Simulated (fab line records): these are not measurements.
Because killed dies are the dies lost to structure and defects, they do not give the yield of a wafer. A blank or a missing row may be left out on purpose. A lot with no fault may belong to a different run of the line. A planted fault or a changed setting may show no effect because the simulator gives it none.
Matching of chambers / flow nand harc / rie diel-05 running NHARC_A_CONTACT_ETCH_88: 4 sister chambers
The step etches the open film in CF4, target depth 39 nm, time 65 s. 8 wafers are shown with their chamber, then 9 later ones without.

## WAFERS, EACH WITH ITS CHAMBER
wafer=L207.5; chamber=1; drypump motor current A (A)=5.5; showerhead plenum p Torr (Torr)=1.85
wafer=L210.5; chamber=2; drypump motor current A (A)=5.8; showerhead plenum p Torr (Torr)=1.76
wafer=L215.1; chamber=2; drypump motor current A (A)=5.8; showerhead plenum p Torr (Torr)=1.76
wafer=L215.3; chamber=0; drypump motor current A (A)=5.5; showerhead plenum p Torr (Torr)=1.73
wafer=L215.6; chamber=3; drypump motor current A (A)=4.8; showerhead plenum p Torr (Torr)=1.70
wafer=L223.2; chamber=0; drypump motor current A (A)=5.5; showerhead plenum p Torr (Torr)=1.72
wafer=L223.3; chamber=3; drypump motor current A (A)=4.9; showerhead plenum p Torr (Torr)=1.70
wafer=L223.5; chamber=1; drypump motor current A (A)=5.5; showerhead plenum p Torr (Torr)=1.84

## WAFERS WITHOUT THEIR CHAMBER
wafer=L224.3; drypump motor current A (A)=5.5; showerhead plenum p Torr (Torr)=1.72
wafer=L224.4; drypump motor current A (A)=5.8; showerhead plenum p Torr (Torr)=1.75
wafer=L224.5; drypump motor current A (A)=5.8; showerhead plenum p Torr (Torr)=1.75
wafer=L225.1; drypump motor current A (A)=5.5; showerhead plenum p Torr (Torr)=1.72
wafer=L225.3; drypump motor current A (A)=5.8; showerhead plenum p Torr (Torr)=1.75
wafer=L225.5; drypump motor current A (A)=5.5; showerhead plenum p Torr (Torr)=1.72
wafer=L226.2; drypump motor current A (A)=5.8; showerhead plenum p Torr (Torr)=1.75
wafer=L226.4; drypump motor current A (A)=4.9; showerhead plenum p Torr (Torr)=1.70
wafer=L226.6; drypump motor current A (A)=5.5; showerhead plenum p Torr (Torr)=1.72

## THE CHAMBER EACH PASSED THROUGH
wafer=L224.3; from the rows above=0; in truth=0
wafer=L224.4; from the rows above=2; in truth=2
wafer=L224.5; from the rows above=2; in truth=2
wafer=L225.1; from the rows above=0; in truth=0
wafer=L225.3; from the rows above=2; in truth=2
wafer=L225.5; from the rows above=0; in truth=0
wafer=L226.2; from the rows above=2; in truth=2
wafer=L226.4; from the rows above=3; in truth=3
wafer=L226.6; from the rows above=0; in truth=0
Correct placement for 9 of the 9. From these rows, 0 cannot be placed. Wrongly placed: 0.
How it was worked out, from the rows above alone: a wafer's distance from a chamber is the root of the sum, over the readings, of the square of ((its reading less the chamber's mean) divided by the reading's scatter). The wafer belongs to the nearest chamber; if the next one is less than 2 further off, it can't be placed. Each chamber's mean is taken over the wafers shown for it. The scatter: take each reading less its chamber's mean, square it, sum over the shown wafers, divide by the number of wafers less the number of chambers, and take the root.
